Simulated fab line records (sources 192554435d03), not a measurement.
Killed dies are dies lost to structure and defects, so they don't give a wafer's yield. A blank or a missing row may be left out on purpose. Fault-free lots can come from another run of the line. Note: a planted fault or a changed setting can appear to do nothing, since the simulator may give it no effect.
Matching of chambers || flow n5 finfet || rie diel-05 running N5_BEOL_M11_DESCUM_16: 4 sister chambers
The step chemistry O2, time 7.9 s. 4 wafers are shown with their chamber, then 10 later ones without.

WAFERS PAIRED WITH THEIR CHAMBERS
{"wafer": "L081.1", "chamber": 1, "drypump motor current A (A)": 5.3}
{"wafer": "L081.3", "chamber": 3, "drypump motor current A (A)": 5.3}
{"wafer": "L090.1", "chamber": 0, "drypump motor current A (A)": 6.3}
{"wafer": "L090.2", "chamber": 2, "drypump motor current A (A)": 5.4}

WAFERS WITH NO CHAMBER GIVEN
{"wafer": "L090.3", "drypump motor current A (A)": 5.3}
{"wafer": "L092.4", "drypump motor current A (A)": 5.3}
{"wafer": "L092.5", "drypump motor current A (A)": 5.4}
{"wafer": "L092.6", "drypump motor current A (A)": 6.4}
{"wafer": "L095.1", "drypump motor current A (A)": 5.3}
{"wafer": "L095.2", "drypump motor current A (A)": 5.4}
{"wafer": "L095.3", "drypump motor current A (A)": 6.3}
{"wafer": "L096.1", "drypump motor current A (A)": 6.3}
{"wafer": "L096.3", "drypump motor current A (A)": 5.3}
{"wafer": "L096.4", "drypump motor current A (A)": 5.3}

WHICH CHAMBER EACH ONE RAN IN
{"wafer": "L090.3", "from the rows above": "can't be placed: 1 or 3", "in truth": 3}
{"wafer": "L092.4", "from the rows above": "can't be placed: 1 or 3", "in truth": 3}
{"wafer": "L092.5", "from the rows above": 2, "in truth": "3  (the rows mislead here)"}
{"wafer": "L092.6", "from the rows above": 0, "in truth": 0}
{"wafer": "L095.1", "from the rows above": "can't be placed: 1 or 3", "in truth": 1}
{"wafer": "L095.2", "from the rows above": 2, "in truth": 2}
{"wafer": "L095.3", "from the rows above": 0, "in truth": 0}
{"wafer": "L096.1", "from the rows above": 0, "in truth": 0}
{"wafer": "L096.3", "from the rows above": "can't be placed: 1 or 3", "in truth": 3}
{"wafer": "L096.4", "from the rows above": "can't be placed: 1 or 3", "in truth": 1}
Placed correctly: 4 of 10. From these rows, 5 cannot be placed; in 5 the true chamber is one of the candidates. Placed wrongly: 1.
How it was worked out, from the rows above alone: a wafer's distance from a chamber is the root of the sum, over the readings, of the square of ((its reading less the chamber's mean) divided by the reading's scatter). If the next closest chamber is less than 2 further off than the closest, the wafer can't be placed; otherwise it belongs to the closest. The mean given for a chamber averages the wafers shown for that chamber. The scatter: root of mean squared gap, hidden wafer to nearest shown wafer, with one shown wafer a chamber.
